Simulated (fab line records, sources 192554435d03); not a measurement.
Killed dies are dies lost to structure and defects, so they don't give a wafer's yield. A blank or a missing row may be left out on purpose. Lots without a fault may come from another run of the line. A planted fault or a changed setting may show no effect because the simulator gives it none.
Split-lot experiment | flow n5_finfet | 7 lots, 21 wafers read, on a route of 1938 steps

THE SPLIT
At N5_BEOL_M6_HM_DEP_02 (deposits TiN, target thk 20 nm), the setting target_thk_a was moved away from the recipe's 200 angstrom on 10 of the 21 wafers read, by -12.7% to +12.3%. The other wafers ran this setting at the recipe's value.

The reading is taken at the split's own step.

THE READING
TiN_of_BEOL_M6_HM_DEP_02.thk_nm (the simulator's own value, which no gauge read), in nm, at N5_BEOL_M6_HM_DEP_02 (deposits TiN, target thk 20 nm). The file gives no usual value for it. The 11 wafers here that ran the recipe average 20.2 nm, standard deviation 0.25 nm.

wafer  | tool, chamber at the split | target_thk_a as run, angstrom | against the recipe | TiN_of_BEOL_M6_HM_DEP_02.thk_nm, nm | against lot-mates on the recipe
L078.1 | pvd_sputter-02, -          | 200                           | recipe             | 19.8                                | -
L078.2 | pvd_sputter-02, -          | 200                           | recipe             | 19.8                                | -
L078.3 | pvd_sputter-02, -          | 200                           | recipe             | 20                                  | -
L081.1 | pvd_sputter-03, -          | 221.4                         | +10.7%             | 22.4                                | +2.0
L081.4 | pvd_sputter-03, -          | 200                           | recipe             | 20.2                                | -
L081.5 | pvd_sputter-03, -          | 200                           | recipe             | 20.6                                | -
L083.3 | pvd_sputter-02, -          | 200                           | recipe             | 20.4                                | -
L083.6 | pvd_sputter-02, -          | 200                           | recipe             | 20.4                                | -
L083.4 | pvd_sputter-02, -          | 222                           | +11.0%             | 22.2                                | +1.8
L082.1 | pvd_sputter-02, -          | 215.6                         | +7.8%              | 21.8                                | +1.6
L082.2 | pvd_sputter-02, -          | 200                           | recipe             | 20.4                                | -
L082.3 | pvd_sputter-02, -          | 200                           | recipe             | 20                                  | -
L090.1 | pvd_sputter-03, -          | 224.7                         | +12.3%             | 22.6                                | +2.4
L090.3 | pvd_sputter-03, -          | 200                           | recipe             | 20.2                                | -
L090.6 | pvd_sputter-03, -          | 224.7                         | +12.3%             | 22                                  | +1.8
L093.1 | pvd_sputter-02, -          | 174.5                         | -12.7%             | 17.4                                | no lot-mate on the recipe
L093.4 | pvd_sputter-02, -          | 174.5                         | -12.7%             | 17.4                                | no lot-mate on the recipe
L093.6 | pvd_sputter-02, -          | 174.5                         | -12.7%             | 17.2                                | no lot-mate on the recipe
L095.2 | pvd_sputter-02, -          | 200                           | recipe             | 20.2                                | -
L095.3 | pvd_sputter-02, -          | 193.2                         | -3.4%              | 19.4                                | -0.8
L095.5 | pvd_sputter-02, -          | 193.2                         | -3.4%              | 19.4                                | -0.8

THE FIT
A straight line over all 21 wafers: TiN_of_BEOL_M6_HM_DEP_02.thk_nm changes by +0.203 nm for each +1% of target_thk_a; r = +0.99; the points scatter about the line by 0.26 nm.
The same after taking each lot's own level away (the mean of its wafers on the recipe; 18 wafers): +0.18 nm for each +1%; r = +0.98; scatter 0.18 nm.
On that fit, the largest move of target_thk_a shifts the reading by 2.3 nm.
The lots' own levels span 19.87 to 20.40 nm, that is 2.2 times the standard deviation above.
So the lot-to-lot level changes the slope: the two fits differ.
Check: with one of the wafers moved furthest among these (+12.3%) left out of the fit, the line predicts +2.13 nm for it against its lot-mates. It came out at +2.4 nm against them.

OTHER SPLITS ON THESE WAFERS
These wafers also went through other splits before the reading. Each is held against what the fit with the lots' levels taken away leaves over:
other split on the same wafers | wafers away from the commonest value | r with TiN_of_BEOL_M6_HM_DEP_02.thk_nm (lot level and that fit taken away)
N5_BEOL_M4_EXPOSE_08 dose_mj   | 11                                   | +0.14
N5_BEOL_M4_COAT_67 spin_rpm    | 5                                    | -0.14
N5_BEOL_M4_COAT_22 spin_rpm    | 8                                    | +0.04
N5_BEOL_M5_COAT_59 spin_rpm    | 3                                    | -0.16
N5_BEOL_M5_COAT_05 spin_rpm    | 5                                    | -0.48

THE FILE'S OWN FIT
TiN_of_BEOL_M6_HM_DEP_02.thk_nm changes by +0.179 nm for each +1% of target_thk_a, r = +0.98.
